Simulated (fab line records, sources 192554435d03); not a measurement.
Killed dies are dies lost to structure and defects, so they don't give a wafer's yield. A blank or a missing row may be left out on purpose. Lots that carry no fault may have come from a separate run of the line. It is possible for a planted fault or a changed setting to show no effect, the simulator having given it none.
A lot that was struck, set against a sound lot :: flow n5Finfet :: 27 steps out of a route of 1938
Sound: wafers L104.1, L104.4, L104.5. Struck: wafer L122.1. (L122.3, L122.5 of the same lot were not struck and are left out.) The cause comes at the end.
Order at every step that has rows: each side's tool, ch and its chambers, its first start. Under that, the readings that differ: sound wafers :: struck wafers :: difference of the means :: sigmas: that difference in standard deviations of wafers without a fault.
alike: readings whose means differ by less than 2 such deviations, and words and numbers that are the same on both sides. not compared: withheld readings, readings that some wafer has no value for, bounds like >300 that may hide the same value, and numbers for which the record gives no deviation and whose values overlap.
Wherever a step has rows on one side only, a row that says differs or no value, or a row with sigmas, the two part there. Numbers that don't overlap but have no deviation are shown without sigmas and don't part them. A reading that every wafer of one side lacks parts them only if that side has two wafers or more.

first, 9 steps without rows for these wafers: N5_BEOL_M13_COAT_58 (time 60 s, resist thk 89 nm); N5_BEOL_M13_COAT_04 (resist thk 400 nm); N5_BEOL_M13_EBR_06; N5_BEOL_M13_SOFTBAKE_05 (time 60 s); N5_BEOL_M13_EXPOSE_07 (exposes mask V12); N5_BEOL_M13_PEB_08 (peb time 90 s); N5_BEOL_M13_DEVELOP_09 (develop time 45 s); N5_BEOL_M13_HARDBAKE_14 (time 120 s); N5_BEOL_M13_DESCUM_15 (chemistry O2, time 7.9 s).
N5_BEOL_M13_ETCH_59: etches BARC in N2/H2, target depth 89 nm, overetch 26.7 nm, time 67.9 s.
  sound on rieDiel-04 ch 0,1,3, day 11 06:31; struck on rieDiel-01 ch 0, day 15 15:17
reading: n2FlowSccm (sccm)
sound: 200.1 200.3 199.0
struck: 201.0
difference: +1.2
sigmas: +2

reading: rfVppV (V)
sound: 524.9 525.7 525.9
struck: 521.4
difference: -4.1
sigmas: -2

reading: showerheadPlenumPTorr (Torr)
sound: 2.52 2.65 2.62
struck: 2.47
difference: -0.13
sigmas: -2
  alike: biasW, drypumpMotorCurrentA, oesProductAu, throttleValvePct
  not compared: rfHoursCounterH
then, 14 steps without rows for these wafers: N5_BEOL_M13_VIA_ETCH_16 (etches SiOC in C4F8/O2/Ar, target depth 921.7 nm); N5_BEOL_M13_STRIP_63 (strips in N2/H2); N5_BEOL_M13_STRIP_64 (strips in N2/H2); N5_BEOL_M13_STRIP_71 (strips in post etch residue remover, time 60 s); N5_BEOL_M13_SRD_72 (time 30 s, dry time 30 s); N5_BEOL_M13_COAT_65 (time 60 s, resist thk 350 nm); N5_BEOL_M13_COAT_66 (time 60 s, resist thk 110 nm); N5_BEOL_M13_COAT_22 (resist thk 300 nm); N5_BEOL_M13_EBR_24; N5_BEOL_M13_SOFTBAKE_23 (time 60 s); N5_BEOL_M13_EXPOSE_25 (exposes mask M13, target cd 210 nm); N5_BEOL_M13_PEB_26 (peb time 90 s); N5_BEOL_M13_DEVELOP_27 (develop time 45 s); N5_BEOL_M13_HARDBAKE_32 (time 120 s).
N5_BEOL_M13_INSPECT_30: inspects for defects (macro).
  sound on defectInspect-02 at day 11 07:25; struck on defectInspect-02 at day 15 16:10
reading: rawDefectCount
sound: 1 5 1
struck: >300
difference: differs
sigmas: 
then, 1 step without rows for these wafers: N5_BEOL_M13_DESCUM_33 (chemistry O2, time 7.9 s).
N5_PASSIVATION_PROBE_49:
  rows exist in the record for the struck wafers here (prober-01, day 16 20:55), but not for the sound ones

== WHERE THEY PART ==
Last at N5_PASSIVATION_PROBE_49 as far as this record goes, first at N5_BEOL_M13_ETCH_59.

WHY: the cause the simulator had injected
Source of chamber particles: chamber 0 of rieDiel-01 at N5_BEOL_M13_ETCH_59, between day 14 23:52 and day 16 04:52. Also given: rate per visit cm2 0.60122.
